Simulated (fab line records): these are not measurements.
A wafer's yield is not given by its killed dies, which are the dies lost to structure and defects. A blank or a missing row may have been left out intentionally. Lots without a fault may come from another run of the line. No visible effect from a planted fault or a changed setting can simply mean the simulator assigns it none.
fab line records + flow n5Finfet
record:
- lots: 9
- wafers: 27
- lastDay: 20
route steps=1938 shown BEOL_M14@1751 PASSIVATION@1911
lots that met no fault: from a run of the same line without faults
startH: the number of hours between the record's first day and the start of the first shown wafer of the lot + waitH: how many hours have passed since the lot's step before this one + " the same as in the row above + L1.1+2: a row that stands for several wafers + - no value present, or no start provided + * or withheld: withheld + < > ~ a bound
route shown NAME@n: a module of which the file shows steps, and the number in the route of the first + usual: average and standard deviation across the fault-free wafers + same: alike in all rows + chamber/n: place in a boat + sites: each site's reading + _std_site: the standard deviation of these + _edge_site: mean of outer sites minus mean of inner sites + radiusMm: for every site, how far away it sits from the centre of the wafer + mask NAME#n: copy n + behind: the most recent tool/chamber to have shaped the wafer + hold: why the lot went on hold/how many hours it stayed there/how the hold came to an end + device: which transistor (n, p or np) failed to switch + end of line: at the end of the route, the tests of the same wafers + a step without rows: its recipe alone + killed: at the first sort, the dies lost to defects and structure; wafer yield is something else + map: the dies of a wafer, with x for killed, . for not killed, _ for no die there
set.NAME: the setting that was run; set.NAME@STEP: the one run at that earlier step + model.NAME: the simulator's own value behind a step, which no gauge read
one table for each step of the route and one row for each wafer, over a sample of lots
services: when a tool's chamber went out of use (startH, in hours from the record's first day, below 0 if earlier), for how many hours, and the reason
== steps ==
step: N5_BEOL_M14_ETCH_68
recipe:
- chemistry: N2/H2
- target: SOC
- maskMaterial: SiARC
- sourceW: 3000
- biasW: 350
- tempC: 40
- timeS: 450
- ionEnergyEv: 200
- pressureMtorr: 30
- n2FlowSccm: 200
- h2FlowSccm: 200
usual:
- chamberPressureMTorr: 29.995/0.028
- drypumpMotorCurrentA: 5.7/0.42
- h2FlowSccm: 199.9/0.65
- oesProductAu: 0.81/0.068
- rfVppV: 523.9/2.2
- showerheadPlenumPTorr: 2.54/0.068
- throttleValvePct: 17.7/0.31
| lot.wafer | tool       | chamber | startH | waitH | chamberPressureMTorr | drypumpMotorCurrentA | h2FlowSccm | oesProductAu | rfHoursCounterH | rfVppV | showerheadPlenumPTorr | throttleValvePct |
|-----------|------------|---------|--------|-------|----------------------|----------------------|------------|--------------|-----------------|--------|-----------------------|------------------|
| L790.2    | rieDiel-01 | 3       | 238.72 | 0.1   | 30.000               | 6.0                  | 198.9      | 0.77         | 129             | 525.8  | 2.56                  | 18.1             |
| L790.4    | "          | 2       | "      | "     | 30.023               | 5.4                  | 199.8      | 0.82         | 73              | 521.7  | 2.50                  | 18.0             |
| L790.6    | "          | 0       | "      | "     | 29.994               | 5.8                  | 199.8      | 0.89         | -               | 526.2  | 2.59                  | 17.3             |
| L794.1    | rieDiel-01 | 3       | 254.16 | 0.1   | 29.944               | 6.1                  | 198.9      | 0.75         | 135             | 524.5  | 2.56                  | 18.1             |
| L794.2    | "          | 1       | "      | "     | 29.968               | 6.0                  | 201.1      | 0.79         | 105             | 525.8  | 2.53                  | 17.4             |
| L794.6    | "          | 1       | "      | "     | 29.941               | 6.0                  | 200.0      | 0.79         | -               | 525.1  | 2.53                  | 17.4             |
| L797.3    | rieDiel-01 | 0       | 263.16 | 0.1   | 30.008               | 5.8                  | 199.3      | 0.88         | 51              | 525.2  | 2.59                  | 17.3             |
| L797.5    | "          | 3       | "      | "     | 29.971               | 6.0                  | 199.5      | 0.75         | -               | 523.9  | 2.56                  | 18.1             |
| L797.6    | "          | 0       | "      | "     | 30.033               | 5.8                  | 200.0      | 0.87         | -               | 524.1  | 2.59                  | 17.3             |
| L799.3    | rieDiel-01 | 0       | 282.26 | 0.1   | 29.991               | 5.8                  | 199.6      | 0.88         | 58              | 524.9  | 2.58                  | 17.3             |
| L799.4    | "          | 3       | "      | "     | 30.024               | 6.1                  | 198.8      | 0.76         | 145             | 522.8  | 2.55                  | 18.1             |
| L799.5    | "          | 2       | "      | "     | 30.000               | 5.4                  | 200.8      | 0.81         | -               | 522.2  | 2.49                  | 18.1             |
| L800.2    | rieDiel-01 | 2       | 284.53 | 0.1   | 29.993               | 5.4                  | 199.6      | 0.80         | 92              | 523.1  | 2.49                  | 18.1             |
| L800.5    | "          | 0       | "      | "     | 30.002               | 5.8                  | 200.7      | 0.87         | -               | 525.1  | 2.58                  | 17.3             |
| L800.6    | "          | 3       | "      | "     | 29.972               | 6.0                  | 200.1      | 0.75         | -               | 524.6  | 2.55                  | 18.1             |
| L805.3    | rieDiel-01 | 3       | 392.84 | 0.1   | 30.034               | 6.0                  | 199.4      | 0.72         | 180             | 522.7  | 2.54                  | 18.2             |
| L805.4    | "          | 1       | "      | "     | 29.974               | 6.0                  | 200.4      | 0.75         | 152             | 525.0  | 2.51                  | 17.5             |
| L805.6    | "          | 0       | "      | "     | 29.940               | 5.8                  | 201.2      | 0.83         | -               | 524.4  | 2.57                  | 17.4             |
| L810.1    | rieDiel-01 | 3       | 398.47 | 0.1   | 29.986               | 6.0                  | 199.5      | 0.73         | 183             | 523.3  | 2.54                  | 18.2             |
| L810.4    | "          | 1       | "      | "     | 30.028               | 6.0                  | 202.2      | 0.75         | 154             | 525.0  | 2.51                  | 17.5             |
| L810.5    | "          | 3       | "      | "     | 29.981               | 6.1                  | 199.4      | 0.73         | -               | 524.4  | 2.54                  | 18.2             |
| L806.2    | rieDiel-01 | 3       | 408.90 | 0.1   | 30.002               | 6.0                  | 199.9      | 0.73         | 188             | 522.7  | 2.54                  | 18.2             |
| L806.4    | "          | 1       | "      | "     | 30.021               | 6.0                  | 200.5      | 0.74         | 158             | 522.1  | 2.51                  | 17.5             |
| L806.5    | "          | 0       | "      | "     | 29.964               | 5.8                  | 200.1      | 0.83         | -               | 524.3  | 2.56                  | 17.4             |
| L808.1    | rieDiel-01 | 2       | 419.90 | 0.1   | 30.026               | 5.5                  | 200.0      | 0.77         | 127             | 521.0  | 2.48                  | 18.1             |
| L808.3    | "          | 0       | "      | "     | 30.004               | 5.8                  | 200.3      | 0.82         | 103             | 524.7  | 2.56                  | 17.4             |
| L808.5    | "          | 1       | "      | "     | 29.977               | 6.0                  | 199.4      | 0.74         | -               | 524.1  | 2.51                  | 17.5             |
step: N5_PASSIVATION_STRIP_34
recipe:
- chemistry: O2
- powerW: 600
- tempC: 60
- pressureMtorr: 30
- rfFrequencyHz: 6e+07
- biasPowerW: 0
- overashFraction: 2
- o2FlowSccm: 225
usual:
- chamberPressureMTorr: 30.00/0.084
- drypumpMotorCurrentA: 5.7/0.49
- o2FlowSccm: 225.0/0.72
- oesProductAu: 0.81/0.072
- rfVppV: 3.6/1.6
- showerheadPlenumPTorr: 2.09/0.056
- throttleValvePct: 16.60/0.24
| lot.wafer | tool       | chamber | startH | waitH | chamberPressureMTorr | drypumpMotorCurrentA | o2FlowSccm | oesProductAu | rfHoursCounterH | rfVppV | showerheadPlenumPTorr | throttleValvePct |
|-----------|------------|---------|--------|-------|----------------------|----------------------|------------|--------------|-----------------|--------|-----------------------|------------------|
| L790.2    | rieDiel-01 | 0       | 254.81 | 0.3   | 30.00                | 5.8                  | 225.3      | 0.91         | 48              | 4.9    | 2.15                  | 16.30            |
| L790.4    | "          | 2       | "      | "     | 29.98                | 5.4                  | 226.5      | 0.84         | 81              | 2.1    | 2.04                  | 16.74            |
| L790.6    | "          | 2       | "      | "     | 29.98                | 5.5                  | 224.8      | 0.80         | -               | 4.3    | 2.04                  | 16.78            |
| L794.1    | rieDiel-01 | 2       | 271.02 | 0.1   | 29.99                | 5.4                  | 224.1      | 0.82         | 87              | 3.2    | 2.04                  | 16.77            |
| L794.2    | "          | 3       | "      | "     | 30.08                | 6.0                  | 225.4      | 0.74         | 141             | 2.4    | 2.08                  | 16.88            |
| L794.6    | "          | 3       | "      | "     | 30.03                | 6.0                  | 224.9      | 0.76         | -               | 2.8    | 2.08                  | 16.90            |
| L797.3    | rieDiel-01 | 3       | 283.33 | 0.1   | 30.04                | 6.0                  | 224.3      | 0.76         | 145             | 1.3    | 2.08                  | 16.89            |
| L797.5    | "          | 2       | "      | "     | 29.97                | 5.4                  | 225.2      | 0.80         | -               | 3.3    | 2.04                  | 16.76            |
| L797.6    | "          | 3       | "      | "     | 30.06                | 6.0                  | 224.8      | 0.76         | -               | 2.8    | 2.08                  | 16.95            |
| L799.3    | rieDiel-06 | 3       | 301.02 | 0.1   | 29.84                | 5.6                  | 225.8      | 0.93         | 18              | 2.2    | 2.06                  | 16.39            |
| L799.4    | "          | 3       | "      | "     | 30.06                | 5.6                  | 224.2      | 0.91         | -               | 4.6    | 2.06                  | 16.42            |
| L799.5    | "          | 0       | "      | "     | 29.92                | 5.4                  | 224.3      | 0.80         | -               | 3.2    | 2.12                  | 16.47            |
| L800.2    | rieDiel-06 | 2       | 304.91 | 0.1   | 30.21                | 4.6                  | 224.6      | 0.76         | 134             | 2.1    | 2.11                  | 17.01            |
| L800.5    | "          | 2       | "      | "     | 30.00                | 4.6                  | 225.0      | 0.76         | -               | 3.7    | 2.12                  | 17.03            |
| L800.6    | "          | 0       | "      | "     | 30.04                | 5.5                  | 226.7      | 0.81         | -               | 3.2    | 2.12                  | 16.44            |
| L805.3    | rieDiel-05 | 1       | 424.23 | 0.1   | 30.15                | 5.8                  | 224.8      | 0.86         | 40              | 2.8    | 2.24                  | 16.70            |
| L805.4    | "          | 3       | "      | "     | 30.05                | 6.6                  | 225.0      | 0.80         | 93              | 5.1    | 2.04                  | 16.39            |
| L805.6    | "          | 0       | "      | "     | 29.91                | 5.7                  | 224.4      | 0.85         | -               | 2.0    | 2.05                  | 16.61            |
| L810.1    | rieDiel-06 | 2       | 434.46 | 0.1   | 30.12                | 4.6                  | 223.9      | 0.72         | 176             | 2.4    | 2.10                  | 17.04            |
| L810.4    | "          | 1       | "      | "     | 29.92                | 5.3                  | 224.6      | 0.88         | 33              | 7.4    | 2.21                  | 16.33            |
| L810.5    | "          | 3       | "      | "     | 30.04                | 5.6                  | 224.4      | 0.86         | -               | 3.6    | 2.05                  | 16.50            |
| L806.2    | rieDiel-01 | 1       | 455.26 | 0.1   | 29.91                | 6.0                  | 226.6      | 0.73         | 172             | 3.3    | 2.09                  | 16.60            |
| L806.4    | "          | 3       | "      | "     | 29.94                | 6.1                  | 225.4      | 0.71         | 203             | 6.0    | 2.06                  | 17.03            |
| L806.5    | "          | 2       | "      | "     | 30.03                | 5.4                  | 224.3      | 0.75         | -               | 3.6    | 2.02                  | 16.93            |
| L808.1    | rieDiel-05 | 2       | 464.10 | 0.1   | 30.12                | 6.1                  | 225.3      | 0.83         | 98              | 7.1    | 2.11                  | 16.47            |
| L808.3    | "          | 1       | "      | "     | 29.97                | 5.8                  | 224.7      | 0.87         | 54              | 4.9    | 2.23                  | 16.71            |
| L808.5    | "          | 0       | "      | "     | 30.10                | 5.7                  | 224.2      | 0.83         | -               | 4.7    | 2.05                  | 16.61            |
step: N5_PASSIVATION_DESCUM_46
recipe:
- chemistry: O2
- timeS: 7.9
- sourcePowerW: 50
- biasPowerW: 20
- pressureMtorr: 20
- rfFrequencyHz: 2.712e+07
- tempC: 40
- o2FlowSccm: 225
usual:
- chamberPressureMTorr: 20.002/0.019
- drypumpMotorCurrentA: 5.7/0.44
- o2FlowSccm: 225.1/0.68
- oesProductAu: 0.81/0.066
- rfVppV: 242.9/1.2
- showerheadPlenumPTorr: 2.09/0.056
- throttleValvePct: 20.38/0.21
| lot.wafer | tool       | chamber | startH | waitH | chamberPressureMTorr | drypumpMotorCurrentA | o2FlowSccm | oesProductAu | rfHoursCounterH | rfVppV | showerheadPlenumPTorr | throttleValvePct |
|-----------|------------|---------|--------|-------|----------------------|----------------------|------------|--------------|-----------------|--------|-----------------------|------------------|
| L790.2    | rieDiel-01 | 3       | 256.27 | 0.1   | 19.989               | 6.0                  | 226.1      | 0.77         | 136             | 242.9  | 2.08                  | 20.60            |
| L790.4    | "          | 2       | "      | "     | 20.024               | 5.4                  | 224.9      | 0.82         | 82              | 243.2  | 2.04                  | 20.58            |
| L790.6    | "          | 1       | "      | "     | 20.003               | 6.0                  | 225.4      | 0.79         | -               | 242.0  | 2.11                  | 20.24            |
| L794.1    | rieDiel-05 | 1       | 272.18 | 0.1   | 20.038               | 5.8                  | 225.2      | 0.66         | 247             | 241.7  | 1.99                  | 20.81            |
| L794.2    | "          | 0       | "      | "     | 19.997               | 5.7                  | 225.1      | 0.95         | 4               | 241.6  | 2.06                  | 20.30            |
| L794.6    | "          | 2       | "      | "     | 20.010               | 6.1                  | 224.8      | 0.90         | -               | 244.4  | 2.13                  | 20.15            |
| L797.3    | rieDiel-05 | 2       | 284.54 | 0.1   | 20.002               | 6.1                  | 225.6      | 0.89         | 40              | 245.0  | 2.13                  | 20.17            |
| L797.5    | "          | 0       | "      | "     | 19.983               | 5.7                  | 226.3      | 0.94         | -               | 243.0  | 2.06                  | 20.31            |
| L797.6    | "          | 3       | "      | "     | 20.039               | 6.6                  | 225.7      | 0.84         | -               | 244.2  | 2.05                  | 20.10            |
| L799.3    | rieDiel-01 | 0       | 302.15 | 0.0   | 19.990               | 5.8                  | 224.1      | 0.88         | 64              | 244.2  | 2.14                  | 20.12            |
| L799.4    | "          | 3       | "      | "     | 19.991               | 6.0                  | 224.1      | 0.75         | 151             | 243.1  | 2.07                  | 20.63            |
| L799.5    | "          | 0       | "      | "     | 19.994               | 5.8                  | 225.3      | 0.87         | -               | 242.9  | 2.14                  | 20.12            |
| L800.2    | rieDiel-01 | 0       | 306.16 | 0.0   | 19.985               | 5.8                  | 225.1      | 0.87         | 66              | 243.9  | 2.14                  | 20.12            |
| L800.5    | "          | 3       | "      | "     | 19.983               | 6.1                  | 225.8      | 0.74         | -               | 242.4  | 2.07                  | 20.60            |
| L800.6    | "          | 2       | "      | "     | 20.009               | 5.4                  | 224.6      | 0.80         | -               | 242.7  | 2.03                  | 20.60            |
| L805.3    | rieDiel-05 | 2       | 425.36 | 0.0   | 20.002               | 6.1                  | 225.1      | 0.82         | 84              | 242.6  | 2.12                  | 20.22            |
| L805.4    | "          | 0       | "      | "     | 19.999               | 5.6                  | 224.4      | 0.84         | 52              | 242.3  | 2.05                  | 20.38            |
| L805.6    | "          | 2       | "      | "     | 20.026               | 6.1                  | 224.9      | 0.82         | -               | 244.3  | 2.12                  | 20.24            |
| L810.1    | rieDiel-05 | 0       | 435.81 | 0.1   | 19.997               | 5.6                  | 225.7      | 0.85         | 56              | 243.0  | 2.04                  | 20.39            |
| L810.4    | "          | 3       | "      | "     | 20.012               | 6.6                  | 226.2      | 0.80         | 97              | 239.9  | 2.03                  | 20.16            |
| L810.5    | "          | 2       | "      | "     | 19.982               | 6.1                  | 224.8      | 0.83         | -               | 243.9  | 2.11                  | 20.23            |
| L806.2    | rieDiel-01 | 3       | 456.51 | 0.0   | 20.027               | 6.0                  | 223.7      | 0.70         | 204             | 243.0  | 2.05                  | 20.70            |
| L806.4    | "          | 1       | "      | "     | 20.021               | 5.9                  | 225.8      | 0.73         | 173             | 243.1  | 2.09                  | 20.35            |
| L806.5    | "          | 0       | "      | "     | 19.959               | 5.8                  | 224.1      | 0.81         | -               | 242.1  | 2.12                  | 20.19            |
| L808.1    | rieDiel-01 | 0       | 465.23 | 0.0   | 20.000               | 5.8                  | 226.4      | 0.81         | 119             | 242.0  | 2.12                  | 20.20            |
| L808.3    | "          | 3       | "      | "     | 20.011               | 6.0                  | 226.4      | 0.70         | 207             | 241.9  | 2.05                  | 20.70            |
| L808.5    | "          | 3       | "      | "     | 20.022               | 6.0                  | 226.4      | 0.70         | -               | 241.6  | 2.05                  | 20.70            |
step: N5_PASSIVATION_PASS_ETCH_47
recipe:
- chemistry: CF4/O2
- target: SiNx
- targetDepthA: 7700
- timeS: 385
- ionEnergyEv: 100
- pressureMtorr: 40
- sourceW: 535
- biasW: 49
- Ar_flow_sccm: 100
- cf4FlowSccm: 100
- O2_flow_sccm: 10
usual:
- chamberPressureMTorr: 40.00/0.035
- drypumpMotorCurrentA: 5.7/0.44
- oes_o_777_au: 0.80/0.072
- oesProductAu: 0.80/0.063
- rfVppV: 241/4.5
- showerheadPlenumPTorr: 2.19/0.056
- throttleValvePct: 15.80/0.25
| lot.wafer | tool       | chamber | startH | waitH | chamberPressureMTorr | drypumpMotorCurrentA | oes_o_777_au | oesProductAu | rfHoursCounterH | rfVppV | showerheadPlenumPTorr | throttleValvePct |
|-----------|------------|---------|--------|-------|----------------------|----------------------|--------------|--------------|-----------------|--------|-----------------------|------------------|
| L790.2    | rieDiel-01 | 3       | 256.30 | 0.0   | 39.99                | 6.0                  | 0.72         | 0.76         | 136             | 243    | 2.22                  | 16.24            |
| L790.4    | "          | 2       | "      | "     | 40.05                | 5.4                  | 0.83         | 0.80         | 82              | 235    | 2.14                  | 15.86            |
| L790.6    | "          | 1       | "      | "     | 40.01                | 6.0                  | 0.78         | 0.78         | -               | 247    | 2.21                  | 15.66            |
| L794.1    | rieDiel-05 | 1       | 272.21 | 0.0   | 40.02                | 5.8                  | 0.69         | 0.68         | 247             | 243    | 2.09                  | 16.21            |
| L794.2    | "          | 0       | "      | "     | 40.06                | 5.6                  | 0.96         | 0.95         | 4               | 235    | 2.17                  | 15.62            |
| L794.6    | "          | 2       | "      | "     | 40.05                | 6.1                  | 0.89         | 0.89         | -               | 240    | 2.24                  | 15.50            |
| L797.3    | rieDiel-05 | 2       | 284.57 | 0.0   | 39.99                | 6.1                  | 0.88         | 0.88         | 41              | 239    | 2.24                  | 15.53            |
| L797.5    | "          | 0       | "      | "     | 39.95                | 5.7                  | 0.95         | 0.93         | -               | 234    | 2.17                  | 15.63            |
| L797.6    | "          | 3       | "      | "     | 40.01                | 6.6                  | 0.84         | 0.84         | -               | 247    | 2.15                  | 15.46            |
| L799.3    | rieDiel-01 | 0       | 302.18 | 0.0   | 40.05                | 5.8                  | 0.88         | 0.86         | 64              | 238    | 2.24                  | 15.54            |
| L799.4    | "          | 3       | "      | "     | 39.95                | 6.0                  | 0.71         | 0.75         | 151             | 242    | 2.21                  | 16.29            |
| L799.5    | "          | 0       | "      | "     | 40.03                | 5.8                  | 0.87         | 0.87         | -               | 238    | 2.24                  | 15.53            |
| L800.2    | rieDiel-01 | 0       | 306.20 | 0.0   | 40.01                | 5.8                  | 0.87         | 0.86         | 66              | 237    | 2.24                  | 15.55            |
| L800.5    | "          | 3       | "      | "     | 40.01                | 6.0                  | 0.71         | 0.74         | -               | 244    | 2.21                  | 16.30            |
| L800.6    | "          | 2       | "      | "     | 40.00                | 5.4                  | 0.81         | 0.79         | -               | 237    | 2.13                  | 15.89            |
| L805.3    | rieDiel-05 | 2       | 425.39 | 0.0   | 40.02                | 6.1                  | 0.83         | 0.82         | 84              | 239    | 2.23                  | 15.61            |
| L805.4    | "          | 0       | "      | "     | 40.07                | 5.7                  | 0.86         | 0.85         | 52              | 236    | 2.15                  | 15.71            |
| L805.6    | "          | 2       | "      | "     | 39.99                | 6.1                  | 0.82         | 0.82         | -               | 240    | 2.22                  | 15.61            |
| L810.1    | rieDiel-05 | 0       | 435.85 | 0.0   | 40.04                | 5.7                  | 0.86         | 0.84         | 56              | 235    | 2.15                  | 15.72            |
| L810.4    | "          | 3       | "      | "     | 40.00                | 6.6                  | 0.79         | 0.78         | 97              | 246    | 2.13                  | 15.52            |
| L810.5    | "          | 2       | "      | "     | 39.99                | 6.1                  | 0.82         | 0.82         | -               | 238    | 2.22                  | 15.61            |
| L806.2    | rieDiel-01 | 3       | 456.55 | 0.0   | 39.98                | 6.0                  | 0.68         | 0.71         | 204             | 242    | 2.19                  | 16.38            |
| L806.4    | "          | 1       | "      | "     | 40.05                | 6.0                  | 0.72         | 0.72         | 173             | 245    | 2.19                  | 15.80            |
| L806.5    | "          | 0       | "      | "     | 40.04                | 5.8                  | 0.82         | 0.80         | -               | 238    | 2.22                  | 15.65            |
| L808.1    | rieDiel-01 | 0       | 465.27 | 0.0   | 40.05                | 5.8                  | 0.82         | 0.80         | 119             | 237    | 2.22                  | 15.65            |
| L808.3    | "          | 3       | "      | "     | 40.01                | 6.0                  | 0.67         | 0.71         | 207             | 242    | 2.19                  | 16.39            |
| L808.5    | "          | 3       | "      | "     | 39.97                | 6.0                  | 0.68         | 0.71         | -               | 242    | 2.19                  | 16.37            |
step: N5_PASSIVATION_PROBE_49
usual:
- defectLimitedYield: 91.2/1.4
- killed_at_M0_to_M3: 36/10
- killed_at_M4_up: 13/5.1
- killedAtContacts: 12/5.4
- killedAtFrontEnd: 39/11
- killedAtOther: 3.5/2.4
- killedDies: 104/17
- killedOnRim: 14/3.8
- killedOpen: 67/13
- killedShort: 36/8.3
- sort_bin_5_function: 5.2/0.98
- sort_bin_6_memory: 3.3/0.68
- sortNPass: 1076/17
- sortYieldPct: 91.2/1.4
same:
- grossDies: 1180
- killedAtBackSide: 0
- sort_bin_4_leakage[%]: 0
- sort_bin_8_speed[%]: 0
| lot.wafer | tool      | chamber | startH | waitH | defectLimitedYield[%] | killed_at_M0_to_M3 | killed_at_M4_up | killedAtContacts | killedAtFrontEnd | killedAtOther | killedDies | killedOnRim | killedOpen | killedShort | sort_bin_5_function[%] | sort_bin_6_memory[%] | sortNPass | sortYieldPct[%] |
|-----------|-----------|---------|--------|-------|-----------------------|--------------------|-----------------|------------------|------------------|---------------|------------|-------------|------------|-------------|------------------------|----------------------|-----------|-----------------|
| L797.3    | prober-01 | -       | 287.72 | 0.1   | 91.5                  | 22                 | 18              | 9                | 48               | 3             | 100        | 11          | 70         | 30          | 4.9                    | 3.3                  | 1080      | 91.5            |
| L797.5    | prober-01 | -       | 287.82 | 0.2   | 92.0                  | 30                 | 12              | 6                | 41               | 5             | 94         | 14          | 58         | 36          | 4.6                    | 3.2                  | 1086      | 92.0            |
| L799.3    | prober-01 | -       | 305.31 | 0.1   | 87.8                  | 12                 | 72              | 6                | 50               | 4             | 144        | 29          | 55         | 28          | 8.0                    | 2.8                  | 1036      | 87.8            |
| L799.4    | prober-01 | -       | 305.36 | 0.2   | 91.4                  | 20                 | 7               | 15               | 56               | 4             | 102        | 12          | 59         | 43          | 4.8                    | 3.2                  | 1078      | 91.4            |
| L799.5    | prober-01 | -       | 305.41 | 0.2   | 89.7                  | 31                 | 24              | 16               | 46               | 5             | 122        | 15          | 82         | 40          | 6.3                    | 3.5                  | 1058      | 89.7            |
| L800.2    | prober-02 | -       | 309.27 | 0.1   | 89.7                  | 34                 | 24              | 16               | 45               | 2             | 121        | 16          | 87         | 34          | 6.8                    | 3.3                  | 1059      | 89.7            |
| L800.5    | prober-02 | -       | 309.42 | 0.2   | 84.1                  | 34                 | 80              | 23               | 47               | 4             | 188        | 32          | 83         | 43          | 9.4                    | 4.2                  | 992       | 84.1            |
| L800.6    | prober-02 | -       | 309.47 | 0.3   | 91.0                  | 30                 | 25              | 12               | 39               | 0             | 106        | 22          | 75         | 31          | 5.4                    | 3.1                  | 1074      | 91.0            |
killed by level:class
L797.3 STI_FIN_REVEAL:geometricParticle:open=13 MOL_CONTACT_COAG:geometricParticle:open=8 DUMMY_GATE:geometricParticle:open=7 BEOL_M1:geometricParticle:open=7 FIN_SAQP:geometricParticle:short=6 GATE_CUT:geometricParticle:short=6 BEOL_M4:geometricParticle:open=6 FIN_SAQP:geometricParticle:open=5
L797.5 STI_FIN_REVEAL:geometricParticle:open=13 FIN_SAQP:geometricParticle:short=8 BEOL_M1:geometricParticle:open=8 BEOL_M0_SAQP:geometricParticle:short=6 BEOL_M5:geometricParticle:open=5 GATE_CUT:geometricParticle:open=5 MOL_CONTACT_COAG:geometricParticle:open=5 BEOL_M0_SAQP:geometricParticle:open=4
L799.3 BEOL_M14:unspecified=61 FIN_SAQP:geometricParticle:open=19 FIN_SAQP:geometricParticle:short=12 BEOL_M4:geometricParticle:open=7 DUMMY_GATE:geometricParticle:open=6 MOL_CONTACT_COAG:geometricParticle:open=6 DUMMY_GATE:geometricParticle:short=4 BEOL_M3:geometricParticle:open=4
L799.4 FIN_SAQP:geometricParticle:short=11 FIN_SAQP:geometricParticle:open=9 ILD0:geometricParticle:short=8 MOL_CONTACT_COAG:geometricParticle:open=8 BEOL_M1:geometricParticle:open=8 MOL_CONTACT_COAG:geometricParticle:short=7 ILD0:geometricParticle:open=6 BEOL_M3:geometricParticle:open=6
L799.5 FIN_SAQP:geometricParticle:open=17 FIN_SAQP:geometricParticle:short=12 MOL_CONTACT_COAG:geometricParticle:open=12 BEOL_M4:geometricParticle:open=11 BEOL_M0_SAQP:geometricParticle:open=6 BEOL_M3:geometricParticle:open=6 BEOL_M0_SAQP:geometricParticle:short=5 BEOL_M1:geometricParticle:open=5
L800.2 FIN_SAQP:geometricParticle:open=21 MOL_CONTACT_COAG:geometricParticle:open=13 BEOL_M4:geometricParticle:open=10 BEOL_M0_SAQP:geometricParticle:open=7 FIN_SAQP:geometricParticle:short=6 BEOL_M3:geometricParticle:open=6 BEOL_M5:geometricParticle:open=5 BEOL_M0_SAQP:geometricParticle:short=4
L800.5 BEOL_M14:unspecified=62 MOL_CONTACT_COAG:geometricParticle:open=20 FIN_SAQP:geometricParticle:open=13 DUMMY_GATE:geometricParticle:open=9 BEOL_M1:geometricParticle:open=8 STI_FIN_REVEAL:geometricParticle:open=7 BEOL_M1:geometricParticle:short=7 BEOL_M2:geometricParticle:short=5
L800.6 STI_FIN_REVEAL:geometricParticle:open=9 MOL_CONTACT_COAG:geometricParticle:open=9 BEOL_M3:geometricParticle:open=9 BEOL_M5:geometricParticle:open=9 BEOL_M4:geometricParticle:open=7 FIN_SAQP:geometricParticle:open=6 BEOL_M2:geometricParticle:open=6 DUMMY_GATE:geometricParticle:open=5
== services ==
| tool       | chamber | startH | hours | kind                         |
|------------|---------|--------|-------|------------------------------|
| rieDiel-06 | 3       | 219.64 | -     | clean                        |
| rieDiel-06 | 3       | 219.64 | -     | consumableReplace:focusRing  |
| rieDiel-06 | 3       | 219.64 | 19.4  | scheduledDown                |
| rieDiel-06 | 3       | 219.64 | 19.4  | ventCycle                    |
| rieDiel-05 | 0       | 243.82 | -     | clean                        |
| rieDiel-05 | 0       | 243.82 | -     | consumableReplace:focusRing  |
| rieDiel-05 | 0       | 243.82 | 17.7  | scheduledDown                |
| rieDiel-05 | 0       | 243.82 | 17.7  | ventCycle                    |
| rieDiel-05 | 3       | 276.08 | 2.3   | repair                       |
| rieDiel-05 | 1       | 281.57 | -     | clean                        |
| rieDiel-05 | 1       | 281.57 | -     | consumableReplace:focusRing  |
| rieDiel-05 | 1       | 281.57 | -     | consumableReplace:showerhead |
| rieDiel-05 | 1       | 281.57 | 18.5  | scheduledDown                |
| rieDiel-05 | 1       | 281.57 | 18.5  | ventCycle                    |
| rieDiel-06 | 3       | 293.23 | 2.9   | repair                       |
| rieDiel-06 | 1       | 296.27 | -     | clean                        |
| rieDiel-06 | 1       | 296.27 | -     | consumableReplace:focusRing  |
| rieDiel-06 | 2       | 303.16 | 1.3   | repair                       |
| rieDiel-01 | 2       | 315.19 | 3.4   | repair                       |
| rieDiel-01 | 0       | 316.28 | 5.0   | repair                       |
| rieDiel-05 | 2       | 351.67 | 2.7   | repair                       |
| rieDiel-01 | 2       | 362.38 | 15.4  | repair                       |
| rieDiel-06 | 3       | 370.26 | 15.6  | repair                       |
| rieDiel-01 | -       | 378.99 | 1.1   | repair                       |
== key ==
firstSign:
- step: N5_PASSIVATION_PROBE_49
- reading: killed_at_M4_up
- direction: up
- sigmas: 12
- usual: 13
- struck: 76
effect:
- step: N5_PASSIVATION_PROBE_49
- reading: defectLimitedYield
- direction: down
- sigmas: 3.6
- usual: 91.2
- struck: 85.9
moreKillsBornAt:
- N5_BEOL_M14_ETCH_68@rieDiel-01: 123
metAt N5_BEOL_M14_ETCH_68
struckLots L799,L800
struckWafers L799.3,L800.5
notActingAt N5_PASSIVATION_STRIP_34,N5_PASSIVATION_DESCUM_46,N5_PASSIVATION_PASS_ETCH_47
onsetBetween 263.16 282.26
fault:
- kind: chamberParticleSource
- tool: rieDiel-01
- chamber: 0
- onsetH: 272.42
- steps: N5_BEOL_M14_ETCH_68
- ratePerVisitCm2: 0.9812
- endH: 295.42
